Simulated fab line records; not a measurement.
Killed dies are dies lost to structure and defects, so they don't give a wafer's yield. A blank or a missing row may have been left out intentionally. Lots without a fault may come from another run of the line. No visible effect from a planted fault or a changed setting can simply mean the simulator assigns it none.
Comparing a struck lot with a sound one || flow n5-finfet || 15 steps out of a route of 1938
Sound: wafers L337.3, L337.5, L337.6. The struck wafers were L329.3, L329.5, L329.6. The cause is named last.
For every step that has rows: the tool of each side, followed by ch and its chambers, followed by its first start. Under that, the readings that differ: sound wafers || struck wafers || difference of the means || sigmas: that difference in standard deviations of wafers without a fault.
alike: readings whose means differ by less than 2 such deviations, and words and numbers that are the same on both sides. not compared: withheld readings, readings that some wafer has no value for, bounds like >300 that may hide the same value, and numbers for which the record gives no deviation and whose values overlap.
A row with sigmas, a row that says differs or no value, or rows on one side alone: a step with any of these is where the two part. When numbers do not overlap yet have no deviation, they are printed without sigmas and do not part them. A reading missing from all wafers of one side parts the sides only when that side holds two or more wafers.

first, 9 steps without rows for these wafers: N5_BEOL_M2_COAT_76 (time 60 s, resist thk 5 nm); N5_BEOL_M2_COAT_22 (resist thk 30 nm); N5_BEOL_M2_EBR_24; N5_BEOL_M2_SOFTBAKE_23 (time 60 s); N5_BEOL_M2_EXPOSE_25 (exposes mask V1, defocus 5 nm); N5_BEOL_M2_PEB_26 (peb time 60 s); N5_BEOL_M2_DEVELOP_27 (develop time 30 s); N5_BEOL_M2_DESCUM_33 (chemistry O2, time 7 s); N5_BEOL_M2_ETCH_77 (etches underlayer in N2/H2, target depth 6.5 nm, time 5.2 s).
N5_BEOL_M2_ETCH_69: etches SiARC in CF4, target depth 15.6 nm, time 26 s.
  sound on rie-diel-04 ch 1,2, day 10 11:04; struck on rie-diel-03 ch 0,2,3, day 9 01:44
  no value came back on the struck wafers for any of 8 readings (bias-w (W), cf4-flow-sccm (sccm) and others); on the sound wafers bias-w (W) reads 36.04 36.03 35.90
{"reading": "model.CAR-EUV_of_BEOL_M2_COAT_22.thk-nm (nm)", "sound": "11 11 11.2", "struck": "20 20.2 20", "difference": "+9", "sigmas": ""}
  not compared: rf-hours-counter-h
then, 1 step without rows for these wafers: N5_BEOL_M2_ALD_98 (deposits SiO2, target thk 2.5 nm, pulse time 1 s, co reactant pulse time 1 s).
N5_BEOL_M2_ETCHBACK_99: etches SiO2 in CHF3, target depth 5 nm, time 10.4 s.
  sound on rie-diel-03 ch 0,2,3, day 10 14:49; struck on rie-diel-01 ch 0,3, day 9 04:55
{"reading": "oes-product-au (a.u.)", "sound": "0.90 0.84 0.90", "struck": "0.27 0.26 0.33", "difference": -0.59, "sigmas": -6}
{"reading": "model.CAR-EUV_of_BEOL_M2_COAT_22.thk-nm (nm)", "sound": "10.4 10.2 10.4", "struck": "19.4 19.6 19.2", "difference": "+9.1", "sigmas": ""}
  alike: drypump-motor-current-A, oes_ar_750_au, oes_f_703_au, rf-vpp-V, showerhead-plenum-p-Torr, throttle-valve-pct
  not compared: rf-hours-counter-h
N5_BEOL_M2_ETCH_70: etches SOC in N2/H2, target depth 80 nm, overetch 24 nm, time 130 s.
  sound on rie-diel-03 ch 0,2,3, day 10 14:51; struck on rie-diel-01 ch 0,3, day 9 04:56
{"reading": "oes-product-au (a.u.)", "sound": "0.64 0.60 0.64", "struck": "0.27 0.27 0.33", "difference": -0.34, "sigmas": -5}
  alike: bias-w, chamber-pressure-mTorr, drypump-motor-current-A, rf-vpp-V, showerhead-plenum-p-Torr, throttle-valve-pct
  not compared: rf-hours-counter-h
N5_BEOL_M4_RC_MEAS_101:
  the record has rows for the sound wafers here (prober-02 ch 0, day 12 03:38) and none for the struck ones
-- the record jumps here: 6 days lie between the struck wafers' starts before and after (it left off in module BEOL_M4 and takes up again in module PASSIVATION, whose first step shown is number 1936 of the route) --
N5_PASSIVATION_PROBE_49:
  struck on prober-02, day 15 04:28; sound on prober-01, day 16 09:24
{"reading": "defect-limited-yield (%)", "sound": "92.3 90.6 91.6", "struck": "0 0 0", "difference": -92, "sigmas": -65}
{"reading": "killed_at_M0_to_M3", "sound": "17 19 30", "struck": "1100 1117 1115", "difference": "+1089", "sigmas": "+99"}
{"reading": "killed-at-other", "sound": "2 0 0", "struck": "7 6 5", "difference": "+5", "sigmas": "+2"}
{"reading": "killed-dies", "sound": "91 111 99", "struck": "1180 1180 1180", "difference": "+1080", "sigmas": "+64"}
{"reading": "killed-on-rim", "sound": "11 16 12", "struck": "152 152 152", "difference": "+139", "sigmas": "+34"}
{"reading": "sort_bin_5_function (%)", "sound": "4.3 5.0 5.4", "struck": "96.5 96.0 95.6", "difference": "+91.1", "sigmas": "+99 or more"}
{"reading": "sort-n-pass", "sound": "1089 1069 1081", "struck": "0 0 0", "difference": -1080, "sigmas": -64}
{"reading": "sort-yield-pct (%)", "sound": "92.3 90.6 91.6", "struck": "0 0 0", "difference": -92, "sigmas": -65}
  alike: killed_at_M4_up, killed-at-contacts, killed-at-front-end, killed-open, killed-short, sort_bin_6_memory

## WHERE THEY PART
Earliest at N5_BEOL_M2_ETCH_69; latest, in this record, at N5_PASSIVATION_PROBE_49.

WHY: whatever the simulator had introduced
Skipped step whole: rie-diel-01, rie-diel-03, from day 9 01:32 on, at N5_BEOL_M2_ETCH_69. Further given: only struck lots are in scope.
